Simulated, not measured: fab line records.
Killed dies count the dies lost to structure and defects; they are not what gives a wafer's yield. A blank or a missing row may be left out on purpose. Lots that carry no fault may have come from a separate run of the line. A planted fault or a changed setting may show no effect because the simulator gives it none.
fab line records | flow n5-finfet
record: lots: 7 wafers: 39
route steps=1938 shown FIN_SAQP@96 SD_EPI_N@275 SDB@373 MOL_CONTACT_COAG@547 BEOL_M0_SAQP@637 BEOL_M1@751
start-h: the number of hours between the record's first day and the start of the first shown wafer of the lot | wait-h: hours from the lot's prior step to this one | " the same as in the row above | L1.1+2: one row covering several wafers at once | - either no value or no given start | * or withheld: withheld | < > ~ a bound
route shown NAME@n: NAME is a module with steps in the file, n the number in the route of the first one | usual: average and standard deviation across the fault-free wafers | same: alike in all rows | chamber/n: place in a boat | sites: readings site by site | _std_site: their standard deviation | _edge_site: inner sites' mean taken away from outer sites' mean | radius-mm: for every site, how far away it sits from the centre of the wafer | mask NAME#n: copy n | behind: the last tool/chamber to shape the wafer | hold: the reason the lot was held/the length of the hold in hours/how it ended | device: the n, p or np transistor that did not switch | end of line: tests run on the same wafers once the route is complete | a step given without rows: its recipe and nothing more | killed: at the first sort, the dies lost to defects and structure; wafer yield is something else | map: a wafer's dies, marking killed ones x, the rest . and places with no die _
set.NAME: the setting the step ran with; set.NAME@STEP: the setting that earlier step ran with | model.NAME: the simulator's own value behind a step, which no gauge read
lots whose settings were changed on purpose; a table a step, a row a wafer
== steps ==
step: N5_FIN_SAQP_HM_DEP_03
recipe: material: SiNx target-thk-a: 380 temp-c: 400 precursor: SiH4/NH3/N2 pressure-torr: 1.5 rf-w: 300 time-s: 33.6
columns lot.wafer tool chamber start-h wait-h set.time-s model.SiNx_of_FIN_SAQP_HM_DEP_03.thk-nm
L081.1 pecvd-04 0 62.94 0.2 33.6 36.82
L081.2 " 1 " " 33.6 37.22
L081.3 " 1 " " 33.6 37.96
L081.4 " 0 " " 33.6 37.35
L081.5 " 1 " " 33.6 37.71
L081.6 " 0 " " 33.6 37.63
L084.1 pecvd-03 2 81.28 0.2 22.79 25.14
L084.2 " 0 " " 22.79 25.62
L084.3 " 1 " " 33.6 37.82
L084.4 " 1 " " 33.6 39.2
L084.5 " 2 " " 33.6 38.19
L084.6 " 0 " " 22.79 26.29
L090.2 pecvd-03 0 117.61 0.2 33.6 37.32
L090.4 " 1 " " 33.6 37.73
L090.6 " 2 " " 33.6 37.96
L092.1 pecvd-02 0 128.84 0.2 33.6 37.67
L092.2 " 2 " " 17.9 20.44
L092.3 " 1 " " 33.6 38.47
L092.4 " 1 " " 17.9 20.66
L092.5 " 0 " " 33.6 38.54
L092.6 " 2 " " 17.9 20.52
L093.1 pecvd-04 1 137.44 0.2 20.57 22.65
L093.2 " 0 " " 33.6 36.57
L093.3 " 1 " " 33.6 38.06
L093.4 " 0 " " 33.6 37.06
L093.5 " 0 " " 20.57 22.83
L093.6 " 1 " " 20.57 23.38
L095.1 pecvd-02 2 147.08 0.2 33.6 37.43
L095.2 " 0 " " 33.6 37.78
L095.3 " 1 " " 33.6 37.67
L095.4 " 1 " " 33.6 38.9
L095.5 " 0 " " 33.6 38.46
L095.6 " 2 " " 33.6 37.87
L096.1 pecvd-03 2 152.88 0.2 50.57 56.56
L096.2 " 1 " " 50.57 56.83
L096.3 " 0 " " 33.6 38.24
L096.4 " 2 " " 33.6 38.07
L096.5 " 1 " " 33.6 38.41
L096.6 " 0 " " 50.57 57.95
step: N5_FIN_SAQP_THK_MEAS_05
usual: thk-nm: 37.8/0.55
columns lot.wafer tool chamber start-h wait-h set.time-s@FIN_SAQP_HM_DEP_03 thk-nm
L081.1 film-metro-02 - 63.05 0.1 33.6 36.9
L081.2 " - " " 33.6 37.2
L081.3 " - " " 33.6 38.0
L081.4 " - " " 33.6 37.3
L081.5 " - " " 33.6 37.7
L081.6 " - " " 33.6 37.6
L084.1 film-metro-02 - 81.36 0.1 22.79 25.1
L084.2 " - " " 22.79 25.6
L084.3 " - " " 33.6 37.8
L084.4 " - " " 33.6 39.2
L084.5 " - " " 33.6 38.2
L084.6 " - " " 22.79 26.3
L090.2 film-metro-01 - 117.70 0.1 33.6 37.3
L090.4 " - " " 33.6 37.7
L090.6 " - " " 33.6 38.0
L092.1 film-metro-02 - 128.93 0.1 33.6 37.6
L092.2 " - " " 17.9 20.4
L092.3 " - " " 33.6 38.4
L092.4 " - " " 17.9 20.6
L092.5 " - " " 33.6 38.5
L092.6 " - " " 17.9 20.6
L093.1 film-metro-02 - 137.55 0.1 20.57 22.7
L093.2 " - " " 33.6 36.6
L093.3 " - " " 33.6 38.1
L093.4 " - " " 33.6 37.1
L093.5 " - " " 20.57 22.8
L093.6 " - " " 20.57 23.4
L095.1 film-metro-01 - 147.17 0.1 33.6 37.4
L095.2 " - " " 33.6 37.8
L095.3 " - " " 33.6 37.7
L095.4 " - " " 33.6 38.9
L095.5 " - " " 33.6 38.5
L095.6 " - " " 33.6 37.9
L096.1 film-metro-02 - 152.97 0.1 50.57 56.5
L096.2 " - " " 50.57 56.8
L096.3 " - " " 33.6 38.2
L096.4 " - " " 33.6 38.0
L096.5 " - " " 33.6 38.4
L096.6 " - " " 50.57 58.0
step: N5_FIN_SAQP_PECVD_47
recipe: material: a-Si target-thk-a: 450 temp-c: 400 precursor: SiH4/He pressure-torr: 3 rf-w: 100 time-s: 36.3
step: N5_FIN_SAQP_PECVD_48
recipe: material: SiNx target-thk-a: 250 temp-c: 400 precursor: SiH4/NH3/N2 pressure-torr: 1.5 rf-w: 300 time-s: 22.1
step: N5_FIN_SAQP_MANDREL2_REMOVE_60
recipe: chemistry: HBr/Cl2/O2 bt-time-s: 10 target: a-Si stop-on: SiNx endpoint: OES-SiCl over-etch-frac: 1 icp-w: 600 bias-w: 22 HBr_flow_sccm: 150 Cl2_flow_sccm: 80 O2_flow_sccm: 5 pressure-mtorr: 10
step: N5_FIN_SAQP_HM_OPEN_33
recipe: chemistry: CH3F/O2 target: SiNx mask-material: SiO2 target-depth-a: 494 time-s: 70.6 pressure-mtorr: 30 source-w: 395 bias-w: 73 Ar_flow_sccm: 150 CH3F_flow_sccm: 30 O2_flow_sccm: 20 ion-energy-ev: 120 ends: cleared
usual: etch-rf-on-time-s: 69.3/1.9
columns lot.wafer tool chamber start-h wait-h set.time-s@FIN_SAQP_HM_DEP_03 etch-rf-on-time-s model.etch.depth-nm
L081.1 rie-diel-06 3 68.92 0.1 33.6 66.4 36.19
L081.2 " 1 " " 33.6 72.8 36.53
L081.3 " 0 " " 33.6 70.1 37.34
L081.4 " 2 " " 33.6 67.2 36.7
L081.5 " 1 " " 33.6 73.1 37.08
L081.6 " 0 " " 33.6 69.1 36.93
L084.1 rie-diel-01 1 86.66 0.0 22.79 45.7 24.45
L084.2 " 2 " " 22.79 46.6 24.99
L084.3 " 0 " " 33.6 69.9 37.09
L084.4 " 3 " " 33.6 71.5 38.57
L084.5 " 2 " " 33.6 70.2 37.56
L084.6 " 3 " " 22.79 47.2 25.6
L090.2 rie-diel-05 1 122.05 0.1 33.6 67.2 36.59
L090.4 " 0 " " 33.6 71.6 37.11
L090.6 " 1 " " 33.6 68.2 37.27
L092.1 rie-diel-06 2 134.78 0.2 33.6 68.2 37.02
L092.2 " 3 " " 17.9 36.2 19.81
L092.3 " 1 " " 33.6 74.2 37.84
L092.4 " 0 " " 17.9 37.5 20.03
L092.5 " 0 " " 33.6 70.5 37.91
L092.6 " 3 " " 17.9 36.4 19.87
L093.1 rie-diel-01 1 142.29 0.1 20.57 41.0 22.02
L093.2 " 0 " " 33.6 67.2 35.95
L093.3 " 3 " " 33.6 68.1 37.33
L093.4 " 2 " " 33.6 66.9 36.37
L093.5 " 1 " " 20.57 41.6 22.2
L093.6 " 0 " " 20.57 42.5 22.75
L095.1 rie-diel-05 3 152.52 0.2 33.6 69.5 36.8
L095.2 " 0 " " 33.6 71.3 37.15
L095.3 " 1 " " 33.6 66.1 36.94
L095.4 " 2 " " 33.6 70.4 38.21
L095.5 " 2 " " 33.6 69.3 37.83
L095.6 " 1 " " 33.6 67.2 37.24
L096.1 rie-diel-06 1 157.61 0.0 50.57 108.7 55.83
L096.2 " 3 " " 50.57 102.6 56.21
L096.3 " 0 " " 33.6 69.8 37.55
L096.4 " 2 " " 33.6 68.9 37.44
L096.5 " 0 " " 33.6 71.0 37.68
L096.6 " 1 " " 50.57 112.1 57.32
step: N5_SD_EPI_N_ETCH_35
recipe: chemistry: N2/H2 target: SOC overetch-a: 1080 mask-material: SiARC temp-c: 40 ion-energy-ev: 100 source-w: 3000 bias-w: 133 pressure-mtorr: 20 time-s: 486 n2-flow-sccm: 200 h2-flow-sccm: 200
columns lot.wafer tool chamber start-h wait-h set.time-s model.SD_EPI_N.cd-nm model.SiARC_of_SD_EPI_N_COAT_33.thk-nm
L081.1 rie-diel-05 2 90.76 0.0 365.1 116.6 23.6
L081.2 " 1 " " 486 121 19.2
L081.3 " 0 " " 365.1 116.8 24
L081.4 " 3 " " 365.1 116.4 23.8
L081.5 " 2 " " 486 120.2 19.8
L081.6 " 3 " " 486 119.8 20.2
L084.1 rie-diel-05 1 110.15 0.0 486 122 19.4
L084.2 " 0 " " 486 121 20.6
L084.3 " 3 " " 486 120.4 20.2
L084.4 " 1 " " 640.8 125 14.4
L084.5 " 3 " " 640.8 125.4 15.4
L084.6 " 0 " " 640.8 127.2 16
L090.2 rie-diel-05 3 144.77 0.0 486 120.8 20
L090.4 " 0 " " 486 120.4 20.4
L090.6 " 1 " " 486 122 19.2
L092.1 rie-diel-01 1 157.45 0.0 256 112.2 27
L092.2 " 2 " " 256 112.4 27
L092.3 " 3 " " 486 119.8 19.6
L092.4 " 2 " " 256 113 27
L092.5 " 3 " " 486 120 19.6
L092.6 " 1 " " 486 118.8 19.8
L093.1 rie-diel-01 3 163.80 0.0 486 119.6 19.8
L093.2 " 2 " " 270.1 112.8 26.8
L093.3 " 1 " " 270.1 114.2 26.6
L093.4 " 3 " " 486 120.2 19.8
L093.5 " 2 " " 270.1 113.4 26.8
L093.6 " 1 " " 486 119.6 20
L095.1+3 rie-diel-01 0,3 175.15 0.0 486 120.8 19.4
L095.2 " 1 " " 352.8 116.2 24
L095.4 " 2 " " 352.8 115.6 24.2
L095.5 " 2 " " 486 120 20
L095.6 " 1 " " 352.8 116 24
L096.1 rie-diel-01 2 179.96 0.0 486 119.8 19.8
L096.2 " 3 " " 486 119.4 19.4
L096.3 " 1 " " 486 120.4 19.6
L096.4 " 0 " " 486 121.2 19.2
L096.5 " 3 " " 486 119.6 19.4
L096.6 " 2 " " 486 119.4 19.8
step: N5_SDB_ALD_29
recipe: material: SiNx target-thk-a: 300 temp-c: 400 ald-precursor-family: SiH2I2 ald-co-reactant: N2/H2-plasma pulse-time-s: 1 ald-cycles: 600 purge-time-s: 2 co-reactant-purge-time-s: 2 pressure-torr: 2
columns lot.wafer tool chamber start-h wait-h set.ald-cycles model.SiNx_of_SDB_ALD_29.thk-nm
L081.1 ald-sin-04 2 110.01 0.0 304 15.2
L081.2 " 1 " " 600 30
L081.3+6 " 0,3 " " 600 29.8
L081.4+5 " 3,0 " " 304 15
L084.1 ald-sin-04 3 129.13 0.0 600 29.6
L084.2 " 1 " " 600 30.2
L084.3 " 2 " " 600 29.8
L084.4+5+6 " 0,1,2 " " 600 30
L090.2+4 ald-sin-02 1,3 162.04 0.0 600 29.8
L090.6 " 3 163.40 1.4 600 30
L092.1+3 ald-sin-01 3,2 174.08 0.2 397 19.8
L092.2 " 1 " " 600 30.2
L092.4 " 0 " " 397 19.6
L092.5+6 " 3,0 175.44 1.5 600 30
L093.1 ald-sin-02 1 180.95 0.0 600 29.6
L093.2 " 0 " " 600 29.8
L093.3+5 " 3,2 " " 249 12.4
L093.4 " 2 " " 600 30
L093.6 " 1 182.30 1.4 249 12.2
L095.1 ald-sin-04 2 193.72 0.0 942 46.8
L095.2+6 " 1,2 " " 942 47
L095.3+4+5 " 0,3,3 " " 600 29.8
L096.1+2 ald-sin-02 0,1 199.11 0.0 600 29.8
L096.3 " 2 " " 600 30
L096.4+5 " 2,0 200.47 1.4 485 24.2
L096.6 " 1 " " 485 24
step: N5_SDB_CMP_30
recipe: stop-on: poly-Si t-overpolish-s: 1.54 post-cmp-clean: alkaline-brush down-force-psi: 4.1491 platen-rpm: 51.796 pad-velocity-m-s: 1.0306 target-thk-nm: 30
columns lot.wafer tool chamber start-h wait-h set.ald-cycles@SDB_ALD_29 model.SiNx_of_SDB_ALD_29.thk-nm
L081.3+6 cmp-02 2,3 112.74 1.4 600 29.8
L081.2 " 3 " " 600 30
L081.1 " 0 " " 304 15.2
L081.4+5 " 1,2 " " 304 15
L084.2 cmp-03 1 131.87 1.4 600 30.2
L084.3 " 2 " " 600 29.8
L084.1 " 3 " " 600 29.6
L084.4+5+6 " 0,1,2 " " 600 30
L090.2+4 cmp-03 0,1 164.85 1.5 600 29.8
L090.6 " 3 " " 600 30
L092.3+1 cmp-02 3,2 176.82 1.4 397 19.8
L092.2 " 0 " " 600 30.2
L092.4 " 1 " " 397 19.6
L092.6+5 " 3,0 " " 600 30
L093.2 cmp-02 0 183.68 1.4 600 29.8
L093.1 " 1 " " 600 29.6
L093.4 " 2 " " 600 30
L093.3+5 " 3,1 " " 249 12.4
L093.6 " 0 " " 249 12.2
L095.2 cmp-02 0 196.46 1.4 942 29.4
L095.3+4+5 " 1,3,1 " " 600 29.8
L095.1 " 2 " " 942 31.4
L095.6 " 0 " " 942 29.6
L096.3 cmp-04 0 201.85 1.4 600 30
L096.1+2 " 1,3 " " 600 29.8
L096.4+5 " 2,0 " " 485 24.2
L096.6 " 1 " " 485 24
step: N5_MOL_CONTACT_COAG_SPUTTER_143
recipe: material: Co target-thk-a: 25 temp-c: 25 chamber-pressure-pa: 0.2
columns lot.wafer tool chamber start-h wait-h set.target-thk-a model.Co_of_MOL_CONTACT_COAG_SPUTTER_143.thk-nm
L081.1+2+3+4+5+6 pvd-sputter-03 - 133.23 0.0 25 2.4
L084.1 pvd-sputter-03 - 153.41 0.0 25 2.6
L084.2+4+6 " - " " 28.87 2.8
L084.3+5 " - " " 25 2.4
L090.2+4+6 pvd-sputter-01 - 185.67 0.0 25 2.6
L092.1+3 pvd-sputter-03 - 197.59 0.0 31.51 3
L092.2 " - " " 31.51 3.2
L092.4+5+6 " - " " 25 2.4
L093.1+3+6 pvd-sputter-01 - 204.51 0.0 25 2.4
L093.2+4+5 " - " " 21.03 2
L095.1+2+3+4+5 pvd-sputter-03 - 218.76 0.0 25 2.6
L095.6 " - " " 25 2.4
L096.1+2+3+5+6 pvd-sputter-03 - 222.77 0.0 25 2.4
L096.4 " - " " 25 2.6
step: N5_BEOL_M0_SAQP_PECVD_97
recipe: material: SiNx target-thk-a: 230 temp-c: 350 precursor: SiH4/NH3/N2 pressure-torr: 1.5 rf-w: 300 time-s: 19.9
columns lot.wafer tool chamber start-h wait-h set.time-s model.SiNx_of_BEOL_M0_SAQP_PECVD_97.thk-nm
L081.1 pecvd-04 0 147.49 0.0 19.9 22.6
L081.2 " 1 " " 11.23 13
L081.3 " 1 " " 11.23 12.8
L081.4 " 0 " " 19.9 23
L081.5 " 0 " " 11.23 13.4
L081.6 " 1 " " 19.9 23.2
L084.1+3 pecvd-04 1,0 167.35 0.0 19.9 22.8
L084.2 " 2 " " 19.9 23
L084.4 " 2 " " 19.9 23.4
L084.5+6 " 1,0 " " 19.9 23.2
L090.2 pecvd-01 0 204.81 0.0 19.9 22.6
L090.4 " 0 " " 19.9 23
L090.6 " 2 " " 19.9 23.2
L092.1+5 pecvd-03 2,1 215.47 0.0 15.35 17.8
L092.2 " 1 " " 19.9 22.8
L092.3 " 2 " " 19.9 23
L092.4 " 1 " " 15.35 17.6
L092.6 " 2 " " 19.9 23.2
L093.1+2 pecvd-04 0,2 219.81 0.0 19.9 22.8
L093.3 " 1 " " 12.89 14.6
L093.4 " 2 " " 12.89 15.2
L093.5 " 0 " " 19.9 23.4
L093.6 " 1 " " 12.89 14.8
L095.1 pecvd-04 2 232.28 0.0 19.9 22.6
L095.2 " 1 " " 19.9 23
L095.3 " 0 " " 25.48 29.2
L095.4+6 " 1,2 " " 25.48 29.4
L095.5 " 0 " " 19.9 23.2
L096.1 pecvd-03 0 241.71 0.0 23.28 26.4
L096.2 " 1 " " 23.28 26.6
L096.3+6 " 0 " " 19.9 22.8
L096.4 " 1 " " 19.9 23
L096.5 " 1 " " 23.28 26.8
step: N5_BEOL_M1_ILD_DEP_00
recipe: material: SiOC target-thk-a: 790 temp-c: 350 precursor: DEMS/O2 pressure-torr: 5 rf-w: 500 time-s: 15.3
columns lot.wafer tool chamber start-h wait-h set.time-s model.SiOC_of_BEOL_M1_ILD_DEP_00.thk-nm
L081.1 pecvd-01 0 167.79 0.0 15.3 79
L081.2 " 1 " " 15.3 78.2
L081.3 " 2 " " 9.969 51.2
L081.4 " 2 " " 15.3 78.6
L081.5 " 1 " " 9.969 52.6
L081.6 " 0 " " 9.969 52.8
L084.1 pecvd-01 0 179.93 0.0 12.6 66
L084.2 " 2 " " 15.3 80
L084.3 " 1 " " 15.3 78.2
L084.4 " 2 " " 12.6 66.2
L084.5 " 1 " " 15.3 80.8
L084.6 " 0 " " 12.6 66.8
L090.2+4 pecvd-02 2 217.51 0.0 15.3 79.2
L090.6 " 1 " " 15.3 78.4
L092.1 pecvd-01 1 226.65 0.0 9.72 50.2
L092.2 " 0 " " 15.3 79.4
L092.3 " 2 " " 15.3 79
L092.4 " 1 " " 15.3 79.6
L092.5 " 2 " " 9.72 51.2
L092.6 " 0 " " 9.72 52.2
L093.1 pecvd-02 1 231.39 0.0 15.3 77.2
L093.2 " 2 " " 9.073 47.8
L093.3 " 1 " " 9.073 46.4
L093.4 " 2 " " 15.3 80
L093.5 " 2 " " 15.3 80.6
L093.6 " 1 " " 9.073 46.6
L095.1 pecvd-04 0 244.64 0.0 11.52 58.2
L095.2 " 2 " " 15.3 77.8
L095.3 " 1 " " 11.52 58.6
L095.4 " 2 " " 11.52 60.4
L095.5 " 1 " " 15.3 79
L095.6 " 0 " " 15.3 78.4
L096.1 pecvd-02 1 253.80 0.0 15.3 78.2
L096.2 " 2 " " 18.56 95.4
L096.3 " 0 " " 15.3 78.8
L096.4 " 0 " " 15.3 80.2
L096.5 " 1 " " 18.56 95.6
L096.6 " 2 " " 18.56 97.4
step: N5_BEOL_M1_THK_MEAS_01
recipe: reads: SiOC_of_BEOL_M1_ILD_DEP_00
usual: M1_ILD_THK: 79.2/1.1
columns lot.wafer tool chamber start-h wait-h set.time-s@BEOL_M1_ILD_DEP_00 M1_ILD_THK[nm]
L081.1 film-metro-02 - 167.85 0.0 15.3 78.9
L081.2 " - " " 15.3 78.2
L081.3 " - " " 9.969 51.2
L081.4 " - " " 15.3 78.6
L081.5 " - " " 9.969 52.6
L081.6 " - " " 9.969 52.8
L084.1 film-metro-01 - 180.01 0.1 12.6 66.0
L084.2 " - " " 15.3 79.9
L084.3 " - " " 15.3 78.2
L084.4 " - " " 12.6 66.2
L084.5 " - " " 15.3 80.8
L084.6 " - " " 12.6 66.9
L090.2 film-metro-01 - 217.57 0.1 15.3 79.2
L090.4 " - " " 15.3 79.0
L090.6 " - " " 15.3 78.5
L092.1 film-metro-02 - 226.72 0.0 9.72 50.1
L092.2 " - " " 15.3 79.5
L092.3 " - " " 15.3 78.8
L092.4 " - " " 15.3 79.5
L092.5 " - " " 9.72 51.2
L092.6 " - " " 9.72 52.2
L093.1 film-metro-01 - 231.47 0.1 15.3 77.1
L093.2 " - " " 9.073 47.8
L093.3 " - " " 9.073 46.5
L093.4 " - " " 15.3 79.9
L093.5 " - " " 15.3 80.6
L093.6 " - " " 9.073 46.6
L095.1 film-metro-01 - 244.71 0.0 11.52 58.2
L095.2 " - " " 15.3 77.9
L095.3 " - " " 11.52 58.6
L095.4 " - " " 11.52 60.3
L095.5 " - " " 15.3 79.0
L095.6 " - " " 15.3 78.4
L096.1 film-metro-01 - 253.87 0.0 15.3 78.3
L096.2 " - " " 18.56 95.4
L096.3 " - " " 15.3 78.8
L096.4 " - " " 15.3 80.3
L096.5 " - " " 18.56 95.6
L096.6 " - " " 18.56 97.5
== key ==
split: step: N5_FIN_SAQP_HM_DEP_03 setting: time-s stated: 33.6 by: wafer
response: step: N5_FIN_SAQP_HM_DEP_03 reading: model.SiNx_of_FIN_SAQP_HM_DEP_03.thk-nm change: +0.377 per: 1% r: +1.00
response: step: N5_FIN_SAQP_THK_MEAS_05 reading: thk-nm change: * per: 1% r: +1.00
response: step: N5_FIN_SAQP_HM_OPEN_33 reading: etch-rf-on-time-s change: * per: 1% r: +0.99
response: step: N5_FIN_SAQP_HM_OPEN_33 reading: model.etch.depth-nm change: +0.377 per: 1% r: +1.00
split: step: N5_SD_EPI_N_ETCH_35 setting: time-s stated: 486 by: wafer
response: step: N5_SD_EPI_N_ETCH_35 reading: model.SD_EPI_N.cd-nm change: +0.149 per: 1% r: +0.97
response: step: N5_SD_EPI_N_ETCH_35 reading: model.SiARC_of_SD_EPI_N_COAT_33.thk-nm change: -0.156 per: 1% r: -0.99
split: step: N5_SDB_ALD_29 setting: ald-cycles stated: 600 by: wafer
response: step: N5_SDB_ALD_29 reading: model.SiNx_of_SDB_ALD_29.thk-nm change: +0.3 per: 1% r: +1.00
response: step: N5_SDB_CMP_30 reading: model.SiNx_of_SDB_ALD_29.thk-nm shape: bent at-lowest: 12.33 at-stated: 29.89 at-highest: 30.13
split: step: N5_MOL_CONTACT_COAG_SPUTTER_143 setting: target-thk-a stated: 25 by: wafer
response: step: N5_MOL_CONTACT_COAG_SPUTTER_143 reading: model.Co_of_MOL_CONTACT_COAG_SPUTTER_143.thk-nm change: +0.0247 per: 1% r: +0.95
split: step: N5_BEOL_M0_SAQP_PECVD_97 setting: time-s stated: 19.9 by: wafer
response: step: N5_BEOL_M0_SAQP_PECVD_97 reading: model.SiNx_of_BEOL_M0_SAQP_PECVD_97.thk-nm change: +0.228 per: 1% r: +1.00
split: step: N5_BEOL_M1_ILD_DEP_00 setting: time-s stated: 15.3 by: wafer
response: step: N5_BEOL_M1_ILD_DEP_00 reading: model.SiOC_of_BEOL_M1_ILD_DEP_00.thk-nm change: +0.778 per: 1% r: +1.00
response: step: N5_BEOL_M1_THK_MEAS_01 reading: M1_ILD_THK change: +0.777 per: 1% r: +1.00
